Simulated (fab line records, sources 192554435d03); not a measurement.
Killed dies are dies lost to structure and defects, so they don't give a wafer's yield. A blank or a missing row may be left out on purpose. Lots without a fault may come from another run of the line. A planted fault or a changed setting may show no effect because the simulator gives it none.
fab line records | flow n5_finfet | part 1 of 2: steps 1 to 4 of 6
record lots=18 wafers=54 last_day=17
route steps=1938 shown BEOL_M0_SAQP@677 BEOL_M0_CUTY@712 BEOL_M0@717
lots that met no fault: from a run of the same line without faults
start_h: hours from the record's first day to the start of the lot's first wafer shown | wait_h: hours since the lot's step before | " the same as in the row above | L1.1+2: a row that stands for several wafers | - no value, or no start given | * or withheld: withheld | < > ~ a bound
route shown NAME@n: a module of which the file shows steps, and the number in the route of the first | usual: mean/standard deviation of fault-free wafers | same: alike in all rows | chamber/n: place in a boat | sites: the reading at each site | _std_site: their standard deviation | _edge_site: outer sites' mean less inner sites' | radius_mm: how far each site lies from the wafer's centre | mask NAME#n: copy n | behind: the tool/chamber that last shaped the wafer | hold: why the lot was held/for how many hours/how that ended | device: the transistor (n, p or np) that didn't switch | end of line: the same wafers' tests at the end of the route | a step without rows: its recipe alone | killed: dies lost to structure and defects at the first sort, not the wafer's yield | map: a wafer's dies, x killed, . not, _ none there
set.NAME: the setting as run; set.NAME@STEP: as run at that earlier step | model.NAME: the simulator's own value behind a step, which no gauge read
steps of the route over a sample of lots; a table a step, a row a wafer
services: from which hour (start_h, from the record's first day; less than 0 if before it) a tool's chamber was out of use, for how many hours, and why
## steps
# step N5_BEOL_M0_SAQP_SPACER2_ETCHBACK_27
# recipe chemistry=CHF3/O2 mode=anisotropic_etchback target=SiO2 target_depth_a=225 time_s=11.25 pressure_mtorr=30 source_w=650 bias_w=170 Ar_flow_sccm=200 CHF3_flow_sccm=50 O2_flow_sccm=5 ion_energy_ev=200
# usual drypump_motor_current_A=5.9/0.35 mfc_ar_sccm=200.0/0.55 oes_o_777_au=0.78/0.086 oes_product_au=0.78/0.088 rf_vpp_V=523/6.7 showerhead_plenum_p_Torr=2.39/0.088 throttle_valve_pct=18.97/0.25
# columns lot.wafer tool chamber start_h wait_h drypump_motor_current_A mfc_ar_sccm oes_o_777_au oes_product_au rf_hours_counter_h rf_vpp_V showerhead_plenum_p_Torr throttle_valve_pct
L074.4 rie_diel-06 2 116.27 0.3 5.9 199.4 0.71 0.71 - 530 2.39 19.20
L074.5 " 1 " " 6.3 200.2 0.96 0.96 - 520 2.57 18.73
L074.6 " 0 " " 5.8 199.7 0.82 0.82 - 514 2.33 18.52
L075.2 rie_diel-05 3 116.69 0.3 5.3 199.6 0.74 0.75 175 519 2.31 19.11
L075.3 " 2 " " 6.3 200.5 0.68 0.68 216 515 2.28 19.31
L075.5 " 1 " " 6.1 198.9 0.75 0.76 - 526 2.51 19.10
L076.2 rie_diel-05 0 122.68 0.3 5.9 199.9 0.86 0.88 36 533 2.36 18.65
L076.4 " 1 " " 6.1 199.3 0.75 0.75 158 526 2.51 19.10
L076.5 " 2 " " 6.3 200.3 0.68 0.68 - 515 2.28 19.33
L077.1 rie_diel-05 1 135.47 0.5 6.1 199.9 0.75 0.75 162 525 2.51 19.13
L077.2 " 3 " " 5.2 200.3 0.75 0.73 180 518 2.31 19.14
L077.6 " 0 " " 5.9 200.5 0.86 0.87 - 536 2.36 18.65
L078.1 rie_diel-06 1 137.03 0.4 6.4 200.5 0.94 0.93 17 519 2.56 18.74
L078.3 " 0 " " 5.8 200.3 0.81 0.81 108 515 2.32 18.54
L078.6 " 1 " " 6.4 200.3 0.94 0.94 - 520 2.56 18.73
L080.1 rie_diel-05 1 162.08 0.3 6.1 199.9 0.74 0.74 169 525 2.50 19.14
L080.5 " 2 " " 6.3 199.9 0.67 0.67 - 515 2.28 19.31
L080.6 " 3 " " 5.2 198.1 0.73 0.72 - 519 2.31 19.13
L081.3 rie_diel-06 3 162.48 0.4 6.0 199.9 0.95 0.96 7 530 2.37 18.77
L081.5 " 3 " " 6.0 200.1 0.95 0.96 - 531 2.38 18.76
L081.6 " 0 " " 5.8 200.6 0.80 0.81 - 513 2.32 18.57
L083.3 rie_diel-06 3 167.02 0.3 6.0 199.7 0.93 0.96 8 531 2.37 18.76
L083.4 " 2 " " 5.9 200.5 0.69 0.70 227 532 2.38 19.20
L083.5 " 0 " " 5.8 199.7 0.80 0.79 - 514 2.32 18.56
L082.1 rie_diel-01 2 167.02 0.3 6.1 200.3 0.78 0.80 125 529 2.43 19.21
L082.4 " 1 " " 5.5 200.5 0.73 0.73 - 519 2.47 19.03
L082.5 " 2 " " 6.1 200.7 0.79 0.80 - 530 2.43 19.21
L085.3 rie_diel-01 3 181.34 0.3 5.4 200.2 0.74 0.74 203 523 2.30 18.98
L085.4 " 1 " " 5.5 199.9 0.73 0.72 - 519 2.47 19.03
L085.5 " 3 " " 5.5 200.5 0.73 0.73 - 522 2.30 18.98
L087.1 rie_diel-06 2 191.81 0.3 5.9 199.8 0.68 0.69 233 531 2.38 19.22
L087.2 " 3 " " 6.0 199.8 0.91 0.92 15 529 2.37 18.79
L087.3 " 0 " " 5.8 200.3 0.79 0.78 123 513 2.32 18.55
L088.1 rie_diel-06 2 201.58 0.3 5.9 199.9 0.69 0.69 237 531 2.38 19.25
L088.2 " 3 " " 6.0 200.0 0.90 0.93 18 531 2.37 18.79
L088.6 " 2 " " 5.9 199.7 0.69 0.68 - 533 2.38 19.23
L091.1 rie_diel-05 0 211.47 0.5 5.9 199.6 0.83 0.84 64 535 2.35 18.68
L091.2 " 2 " " 6.3 199.8 0.65 0.67 244 514 2.27 19.35
L091.3 " 3 " " 5.2 199.7 0.72 0.72 204 519 2.30 19.17
L092.2 rie_diel-01 1 220.03 0.3 5.5 200.2 0.72 0.71 233 519 2.46 19.05
L092.4 " 3 " " 5.5 200.1 0.73 0.72 218 522 2.29 18.99
L092.6 " 3 " " 5.4 199.7 0.73 0.72 - 522 2.29 18.98
L093.2 rie_diel-05 3 223.52 0.3 5.3 199.9 0.73 0.70 208 519 2.30 19.18
L093.3 " 0 " " 5.9 200.8 0.83 0.83 67 535 2.35 18.69
L093.4 " 2 " " 6.4 199.0 0.66 0.66 248 515 2.27 19.35
L095.1 rie_diel-05 3 244.19 0.4 5.3 200.8 0.72 0.71 215 517 2.30 19.17
L095.4 " 1 " " 6.1 201.2 0.72 0.73 - 524 2.49 19.17
L095.5 " 0 " " 5.9 200.3 0.81 0.82 - 535 2.35 18.69
L096.1 rie_diel-06 2 245.75 0.4 5.9 200.4 0.68 0.68 250 531 2.37 19.26
L096.2 " 3 " " 6.0 199.4 0.88 0.89 31 531 2.37 18.79
L096.5 " 0 " " 5.8 199.1 0.78 0.77 - 514 2.31 18.59
L097.2 rie_diel-01 2 254.94 0.3 6.1 200.3 0.76 0.77 155 530 2.42 19.27
L097.3 " 0 " " 5.3 200.8 0.74 0.75 149 525 2.41 18.89
L097.4 " 1 " " 5.6 198.9 0.71 0.70 243 519 2.46 19.07
# step N5_BEOL_M0_SAQP_MANDREL2_REMOVE_110
# recipe chemistry=HBr/Cl2/O2 bt_time_s=10 target=a-Si stop_on=SiCN endpoint=OES-SiCl over_etch_frac=1 icp_w=600 bias_w=30 HBr_flow_sccm=150 Cl2_flow_sccm=80 O2_flow_sccm=5 pressure_mtorr=10
# usual HBr_flow_sccm=150.0/0.42 drypump_motor_current_A=5.7/0.6 he_backside_leak_sccm=2.7/0.47 oes_o_777_au=0.989/0.023 oes_product_au=0.989/0.0095 throttle_valve_pct=36.60/0.24
# columns lot.wafer tool chamber start_h wait_h HBr_flow_sccm drypump_motor_current_A he_backside_leak_sccm oes_o_777_au oes_product_au rf_hours_counter_h throttle_valve_pct
L074.4 rie_si-06 1 116.33 0.0 150.2 5.3 2.4 0.997 0.997 9 36.53
L074.5 " 1 " " 149.8 5.4 2.3 0.996 1.000 - 36.54
L074.6 " 2 " " 150.2 6.2 2.7 1.009 0.995 - 36.46
L075.2 rie_si-04 1 116.78 0.1 150.2 5.1 2.3 0.985 0.991 58 37.01
L075.3 " 3 " " 150.0 4.7 2.4 1.008 0.997 153 36.48
L075.5 " 0 " " 150.5 6.0 2.6 1.007 0.984 - 36.30
L076.2 rie_si-02 0 122.77 0.1 149.5 6.1 2.7 0.963 0.994 176 36.87
L076.4 " 3 " " 149.5 6.6 2.7 0.979 0.988 28 36.22
L076.5 " 0 " " 149.2 6.1 2.8 0.957 1.000 - 36.87
L077.1 rie_si-02 0 135.56 0.1 149.7 6.1 2.7 0.958 0.995 177 36.85
L077.2 " 3 " " 150.7 6.6 2.9 0.976 0.989 28 36.24
L077.6 " 1 " " 149.2 5.9 3.9 0.953 0.985 - 36.58
L078.1 rie_si-06 2 137.12 0.1 149.6 6.1 2.7 1.008 1.009 122 36.47
L078.3 " 1 " " 150.3 5.3 2.3 0.999 1.005 9 36.53
L078.6 " 2 " " 150.4 6.2 2.7 1.010 1.004 - 36.46
L080.1 rie_si-04 0 162.17 0.1 150.2 6.0 2.7 1.004 0.981 114 36.32
L080.5 " 3 " " 149.9 4.7 2.6 1.004 0.984 - 36.49
L080.6 " 2 " " 149.5 6.1 2.2 1.038 0.999 - 36.80
L081.3 rie_si-02 0 162.57 0.1 149.4 6.1 2.7 0.969 0.993 177 36.89
L081.5 " 2 " " 150.3 5.0 2.6 0.969 0.990 - 36.71
L081.6 " 3 " " 150.3 6.6 2.6 0.984 0.992 - 36.26
L083.3 rie_si-02 0 167.11 0.1 150.1 6.1 2.7 0.963 0.998 177 36.88
L083.4 " 2 " " 150.4 5.0 2.7 0.977 0.992 84 36.72
L083.5 " 1 " " 150.5 5.9 3.9 0.953 0.978 - 36.61
L082.1 rie_si-04 2 167.11 0.1 150.6 6.1 2.3 1.026 0.986 45 36.78
L082.4 " 0 " " 149.9 6.0 2.7 1.024 0.984 114 36.29
L082.5 " 3 " " 150.2 4.7 2.5 1.006 0.992 - 36.48
L085.3 rie_si-02 3 181.44 0.1 149.6 6.6 2.9 0.982 0.988 29 36.25
L085.4 " 2 " " 150.0 5.0 2.6 0.971 0.992 84 36.71
L085.5 " 2 " " 150.1 5.0 2.6 0.971 0.994 - 36.72
L087.1 rie_si-02 0 191.90 0.1 149.3 6.1 2.8 0.955 1.004 178 36.87
L087.2 " 2 " " 149.4 5.0 2.6 0.970 0.987 85 36.71
L087.3 " 3 " " 149.6 6.6 2.5 0.984 0.987 29 36.25
L088.1 rie_si-04 2 201.66 0.1 149.8 6.1 2.3 1.028 0.991 46 36.77
L088.2 " 1 " " 149.5 5.0 2.5 0.991 0.989 59 37.03
L088.6 " 3 " " 149.3 4.7 2.3 1.015 0.997 - 36.48
L091.1 rie_si-02 0 211.56 0.1 149.8 6.1 2.7 0.963 0.987 178 36.86
L091.2 " 3 " " 150.5 6.5 2.6 0.984 0.979 30 36.25
L091.3 " 2 " " 149.3 5.0 2.7 0.971 1.000 85 36.71
L092.2 rie_si-02 1 220.12 0.1 149.8 5.9 3.7 0.951 0.973 176 36.61
L092.4 " 2 " " 149.5 5.0 2.8 0.971 0.996 85 36.71
L092.6 " 2 " " 148.8 5.0 4.0 0.973 0.988 - 36.73
L093.2 rie_si-06 3 223.60 0.1 150.2 5.9 2.6 1.010 0.994 9 36.82
L093.3 " 1 " " 150.5 5.4 2.3 1.002 1.002 10 36.53
L093.4 " 0 " " 150.1 6.0 3.5 0.990 0.985 - 36.41
L095.1 rie_si-06 2 244.28 0.1 150.2 6.2 2.7 1.014 0.992 124 36.46
L095.4 " 0 " " 150.0 6.0 3.6 1.000 0.988 173 36.40
L095.5 " 2 " " 150.2 6.2 2.7 1.017 0.994 - 36.46
L096.1 rie_si-04 3 245.84 0.1 151.2 4.7 2.4 1.002 1.001 155 36.48
L096.2 " 2 " " 150.0 6.1 2.3 1.019 1.004 47 36.79
L096.5 " 1 " " 149.2 5.1 2.3 0.988 0.981 - 37.01
L097.2 rie_si-04 1 255.02 0.1 150.0 5.0 2.2 0.988 0.989 60 37.02
L097.3 " 0 " " 150.5 6.0 2.6 1.019 0.987 115 36.32
L097.4 " 3 " " 149.4 4.7 2.7 1.009 0.988 155 36.47
# step N5_BEOL_M0_SAQP_CD_MEAS_40
# recipe target_cd_nm=30 landing_energy_ev=500 detector=se_inlens
# usual cd_nm=30.01/0.23
# columns lot.wafer tool chamber start_h wait_h cd_nm
L074.4 cd_sem-02 0 116.75 - 30.15
L074.5 " 0 " " 29.93
L074.6 " 0 " " 30.18
L075.2 cd_sem-01 0 117.20 - 29.88
L075.3 " 0 " " 29.83
L075.5 " 0 " " 29.77
L076.2 cd_sem-03 0 123.23 - 29.95
L076.4 " 0 " " 29.74
L076.5 " 0 " " 29.89
L077.1 cd_sem-02 0 135.98 - 30.68
L077.2 " 0 " " 30.20
L077.6 " 0 " " 30.26
L078.1 cd_sem-02 0 137.53 - 30.14
L078.3 " 0 " " 30.19
L078.6 " 0 " " 29.94
L080.1 cd_sem-01 0 162.58 - 29.99
L080.5 " 0 " " 30.48
L080.6 " 0 " " 29.94
L081.3 cd_sem-02 0 162.99 - 29.97
L081.5 " 0 " " 30.51
L081.6 " 0 " " 29.92
L083.3 cd_sem-02 0 167.53 - 29.97
L083.4 " 0 " " 30.12
L083.5 " 0 " " 30.25
L082.1 cd_sem-03 0 167.57 - 29.91
L082.4 " 0 " " 30.03
L082.5 " 0 " " 30.24
L085.3 cd_sem-02 0 181.86 - 30.13
L085.4 " 0 " " 30.28
L085.5 " 0 " " 29.91
L087.1 cd_sem-02 0 192.44 - 30.09
L087.2 " 0 " " 29.99
L087.3 " 0 " " 30.08
L088.1 cd_sem-02 0 202.08 - 30.39
L088.2 " 0 " " 30.34
L088.6 " 0 " " 30.14
L091.1 cd_sem-03 0 211.98 - 30.38
L091.2 " 0 " " 30.38
L091.3 " 0 " " 29.82
L092.2 cd_sem-01 0 220.54 - 30.11
L092.4 " 0 " " 29.65
L092.6 " 0 " " 29.70
L093.2 cd_sem-02 0 224.15 - 30.02
L093.3 " 0 " " 29.73
L093.4 " 0 " " 29.85
L095.1 cd_sem-01 0 244.69 - 29.48
L095.4 " 0 " " 29.76
L095.5 " 0 " " 29.75
L096.1 cd_sem-03 0 246.26 - 30.00
L096.2 " 0 " " 29.88
L096.5 " 0 " " 30.37
L097.2 cd_sem-02 0 255.44 - 30.12
L097.3 " 0 " " 29.82
L097.4 " 0 " " 30.47
# step N5_BEOL_M0_SAQP_CUT_ETCH_46
# recipe chemistry=N2/H2 target=SOC target_depth_a=1350 overetch_a=270 temp_c=40 time_s=202.5 ion_energy_ev=200 mask_material=SiARC pressure_mtorr=30 source_w=840 bias_w=150 n2_flow_sccm=200 h2_flow_sccm=200
# usual drypump_motor_current_A=5.8/0.36 h2_flow_sccm=200.0/0.58 rf_vpp_V=523.2/2.8 showerhead_plenum_p_Torr=2.52/0.097 throttle_valve_pct=17.85/0.24
# columns lot.wafer tool chamber start_h wait_h drypump_motor_current_A h2_flow_sccm rf_hours_counter_h rf_vpp_V showerhead_plenum_p_Torr throttle_valve_pct
L074.4 rie_diel-06 1 117.03 0.1 6.3 200.6 - 527.8 2.71 17.70
L074.5 " 0 " " 5.8 199.5 - 521.7 2.46 17.45
L074.6 " 2 " " 5.9 200.6 - 522.8 2.52 18.20
L075.2 rie_diel-01 3 117.40 0.0 5.5 199.6 190 521.1 2.42 17.87
L075.3 " 2 " " 6.1 200.7 109 524.1 2.56 17.93
L075.5 " 2 " " 6.1 200.5 - 525.0 2.56 17.95
L076.2 rie_diel-05 1 123.53 0.0 6.1 200.5 159 525.6 2.65 17.97
L076.4 " 0 " " 5.9 200.4 36 522.4 2.49 17.47
L076.5 " 0 " " 5.9 200.1 - 521.6 2.49 17.47
L077.1 rie_diel-01 3 136.91 0.0 5.5 199.7 196 518.4 2.42 17.85
L077.2 " 2 " " 6.1 199.8 115 524.7 2.55 17.95
L077.6 " 3 " " 5.5 199.8 - 521.2 2.42 17.88
L078.1 rie_diel-01 0 137.74 0.0 5.3 200.0 122 524.6 2.56 17.76
L078.3 " 1 " " 5.5 198.5 202 525.7 2.62 17.90
L078.6 " 3 " " 5.4 198.9 - 520.5 2.42 17.86
L080.1 rie_diel-06 3 162.88 0.0 6.0 199.1 7 523.6 2.50 17.69
L080.5 " 1 " " 6.4 199.7 - 527.9 2.71 17.76
L080.6 " 3 " " 6.0 199.3 - 523.6 2.50 17.71
L081.3 rie_diel-06 0 163.19 0.0 5.8 199.4 116 523.0 2.45 17.48
L081.5 " 1 " " 6.3 199.0 - 528.2 2.71 17.73
L081.6 " 0 " " 5.8 199.0 - 521.7 2.45 17.47
L083.3 rie_diel-05 1 167.73 0.0 6.1 200.2 171 525.3 2.64 17.97
L083.4 " 0 " " 5.9 200.4 50 521.4 2.48 17.50
L083.5 " 2 " " 6.4 199.2 - 518.9 2.40 18.30
L082.1 rie_diel-06 2 167.78 0.0 5.9 199.8 227 522.4 2.51 18.21
L082.4 " 0 " " 5.8 199.7 118 521.6 2.45 17.48
L082.5 " 1 " " 6.3 199.9 - 528.2 2.71 17.74
L085.3 rie_diel-06 3 182.06 0.0 6.0 199.8 13 522.1 2.50 17.71
L085.4 " 0 " " 5.8 200.1 121 520.6 2.45 17.48
L085.5 " 2 " " 5.9 198.6 - 521.3 2.51 18.22
L087.1 rie_diel-05 3 192.64 0.0 5.3 199.2 197 519.8 2.42 18.09
L087.2 " 1 " " 6.1 200.2 178 527.4 2.64 18.02
L087.3 " 2 " " 6.3 199.3 237 518.8 2.40 18.32
L088.1 rie_diel-06 0 202.29 0.0 5.8 201.5 126 520.4 2.45 17.50
L088.2 " 1 " " 6.3 200.5 36 529.0 2.70 17.75
L088.6 " 3 " " 6.0 200.6 - 523.2 2.50 17.70
L091.1 rie_diel-01 0 212.69 0.0 5.3 200.5 135 523.4 2.55 17.80
L091.2 " 1 " " 5.5 199.7 230 525.7 2.61 17.95
L091.3 " 3 " " 5.4 200.3 216 520.7 2.41 17.89
L092.2 rie_diel-05 0 220.75 0.0 5.9 199.8 67 522.5 2.47 17.52
L092.4 " 2 " " 6.4 200.1 247 519.5 2.40 18.31
L092.6 " 0 " " 5.9 200.5 - 521.7 2.47 17.55
L093.2 rie_diel-05 2 224.35 0.0 6.4 199.7 248 520.0 2.40 18.32
L093.3 " 0 " " 5.9 199.9 67 521.6 2.47 17.54
L093.4 " 1 " " 6.1 200.2 186 527.2 2.64 18.03
L095.1 rie_diel-05 1 245.00 0.0 6.1 200.8 192 525.4 2.63 18.02
L095.4 " 0 " " 5.9 200.7 - 522.7 2.47 17.55
L095.5 " 3 " " 5.2 201.3 - 520.3 2.42 18.14
L096.1 rie_diel-06 1 246.46 0.0 6.3 200.3 45 527.5 2.70 17.77
L096.2 " 3 " " 6.0 200.0 31 522.6 2.49 17.74
L096.5 " 0 " " 5.8 199.0 - 521.0 2.44 17.54
L097.2 rie_diel-06 0 255.77 0.0 5.8 199.9 142 520.7 2.44 17.53
L097.3 " 1 " " 6.3 201.2 49 528.1 2.70 17.78
L097.4 " 1 " " 6.3 200.0 - 527.0 2.70 17.79
